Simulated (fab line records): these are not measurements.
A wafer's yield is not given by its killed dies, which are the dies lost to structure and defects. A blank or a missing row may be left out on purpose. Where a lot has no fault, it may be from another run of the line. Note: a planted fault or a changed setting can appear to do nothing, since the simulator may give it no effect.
Chamber matching :: flow nand_harc :: NHARC_P_GATE_DESCUM_93 on rie_diel-05 has 4 sister chambers
The step chemistry O2, time 3 s. 20 wafers are shown with their chamber, then 10 later ones without.

WAFERS WITH THEIR CHAMBER
wafer: L074.2
chamber: 1
drypump_motor_current_A (A): 5.9
showerhead_plenum_p_Torr (Torr): 1.93
rf_vpp_V (V): 57.5

wafer: L074.3
chamber: 3
drypump_motor_current_A (A): 6.7
showerhead_plenum_p_Torr (Torr): 1.92
rf_vpp_V (V): 58.0

wafer: L074.5
chamber: 3
drypump_motor_current_A (A): 6.6
showerhead_plenum_p_Torr (Torr): 1.93
rf_vpp_V (V): 58.4

wafer: L076.1
chamber: 0
drypump_motor_current_A (A): 5.8
showerhead_plenum_p_Torr (Torr): 1.97
rf_vpp_V (V): 59.2

wafer: L076.2
chamber: 2
drypump_motor_current_A (A): 6.2
showerhead_plenum_p_Torr (Torr): 2.04
rf_vpp_V (V): 59.4

wafer: L076.6
chamber: 1
drypump_motor_current_A (A): 5.9
showerhead_plenum_p_Torr (Torr): 1.93
rf_vpp_V (V): 56.8

wafer: L078.1
chamber: 1
drypump_motor_current_A (A): 5.9
showerhead_plenum_p_Torr (Torr): 1.93
rf_vpp_V (V): 57.2

wafer: L078.2
chamber: 2
drypump_motor_current_A (A): 6.1
showerhead_plenum_p_Torr (Torr): 2.03
rf_vpp_V (V): 58.4

wafer: L078.3
chamber: 3
drypump_motor_current_A (A): 6.7
showerhead_plenum_p_Torr (Torr): 1.92
rf_vpp_V (V): 59.2

wafer: L080.3
chamber: 3
drypump_motor_current_A (A): 6.6
showerhead_plenum_p_Torr (Torr): 1.92
rf_vpp_V (V): 57.5

wafer: L080.4
chamber: 1
drypump_motor_current_A (A): 5.9
showerhead_plenum_p_Torr (Torr): 1.93
rf_vpp_V (V): 56.7

wafer: L080.5
chamber: 3
drypump_motor_current_A (A): 6.6
showerhead_plenum_p_Torr (Torr): 1.92
rf_vpp_V (V): 57.1

wafer: L080.1
chamber: 0
drypump_motor_current_A (A): 5.8
showerhead_plenum_p_Torr (Torr): 1.96
rf_vpp_V (V): 58.3

wafer: L080.2
chamber: 2
drypump_motor_current_A (A): 6.2
showerhead_plenum_p_Torr (Torr): 2.03
rf_vpp_V (V): 58.7

wafer: L080.6
chamber: 0
drypump_motor_current_A (A): 5.8
showerhead_plenum_p_Torr (Torr): 1.96
rf_vpp_V (V): 58.0

wafer: L082.2
chamber: 3
drypump_motor_current_A (A): 6.7
showerhead_plenum_p_Torr (Torr): 1.92
rf_vpp_V (V): 58.5

wafer: L082.3
chamber: 2
drypump_motor_current_A (A): 6.1
showerhead_plenum_p_Torr (Torr): 2.03
rf_vpp_V (V): 58.7

wafer: L082.5
chamber: 2
drypump_motor_current_A (A): 6.2
showerhead_plenum_p_Torr (Torr): 2.03
rf_vpp_V (V): 57.5

wafer: L094.1
chamber: 0
drypump_motor_current_A (A): 5.8
showerhead_plenum_p_Torr (Torr): 1.96
rf_vpp_V (V): 58.0

wafer: L094.4
chamber: 2
drypump_motor_current_A (A): 6.2
showerhead_plenum_p_Torr (Torr): 2.02
rf_vpp_V (V): 57.8

SIGNATURES (averages over the wafers above)
reading: drypump_motor_current_A
chamber 0: 5.800
chamber 1: 5.900
chamber 2: 6.167
chamber 3: 6.650
scatter within a chamber: 0.0421

reading: showerhead_plenum_p_Torr
chamber 0: 1.9625
chamber 1: 1.9300
chamber 2: 2.0300
chamber 3: 1.9217
scatter within a chamber: 0.00473

reading: rf_vpp_V
chamber 0: 58.375
chamber 1: 57.050
chamber 2: 58.417
chamber 3: 58.117
scatter within a chamber: 0.64
Rule: distance of a wafer from a chamber = root of the sum over the readings of ((wafer's reading minus chamber's mean) / reading's scatter) squared. If the next closest chamber is less than 2 further off than the closest, the wafer can't be placed; otherwise it belongs to the closest. The scatter: take each reading less its chamber's mean, square it, sum over the shown wafers, divide by the number of wafers less the number of chambers, and take the root.

WAFERS WITH NO CHAMBER GIVEN
wafer: L094.5
drypump_motor_current_A (A): 5.9
showerhead_plenum_p_Torr (Torr): 1.92
rf_vpp_V (V): 57.0

wafer: L094.2
drypump_motor_current_A (A): 6.6
showerhead_plenum_p_Torr (Torr): 1.92
rf_vpp_V (V): 56.5

wafer: L094.3
drypump_motor_current_A (A): 5.9
showerhead_plenum_p_Torr (Torr): 1.92
rf_vpp_V (V): 56.4

wafer: L094.6
drypump_motor_current_A (A): 5.9
showerhead_plenum_p_Torr (Torr): 1.96
rf_vpp_V (V): 57.1

wafer: L095.1
drypump_motor_current_A (A): 5.8
showerhead_plenum_p_Torr (Torr): 1.95
rf_vpp_V (V): 57.5

wafer: L095.2
drypump_motor_current_A (A): 6.6
showerhead_plenum_p_Torr (Torr): 1.91
rf_vpp_V (V): 58.4

wafer: L095.5
drypump_motor_current_A (A): 5.9
showerhead_plenum_p_Torr (Torr): 1.92
rf_vpp_V (V): 56.5

wafer: L096.2
drypump_motor_current_A (A): 6.1
showerhead_plenum_p_Torr (Torr): 2.02
rf_vpp_V (V): 57.3

wafer: L096.3
drypump_motor_current_A (A): 6.6
showerhead_plenum_p_Torr (Torr): 1.91
rf_vpp_V (V): 57.5

wafer: L096.6
drypump_motor_current_A (A): 5.8
showerhead_plenum_p_Torr (Torr): 1.95
rf_vpp_V (V): 56.0

WHICH CHAMBER EACH WENT THROUGH
wafer: L094.5
from the rows above: 1
in truth: 1

wafer: L094.2
from the rows above: 3
in truth: 3

wafer: L094.3
from the rows above: 1
in truth: 1

wafer: L094.6
from the rows above: 0
in truth: 0

wafer: L095.1
from the rows above: can't be placed: 0 or 1
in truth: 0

wafer: L095.2
from the rows above: 3
in truth: 3

wafer: L095.5
from the rows above: 1
in truth: 1

wafer: L096.2
from the rows above: 2
in truth: 2

wafer: L096.3
from the rows above: 3
in truth: 3

wafer: L096.6
from the rows above: can't be placed: 0 or 1
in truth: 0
Placed correctly: 8 of 10. These rows do not allow placing 2 (true chamber among the candidates in 2). Placed wrongly: 0.
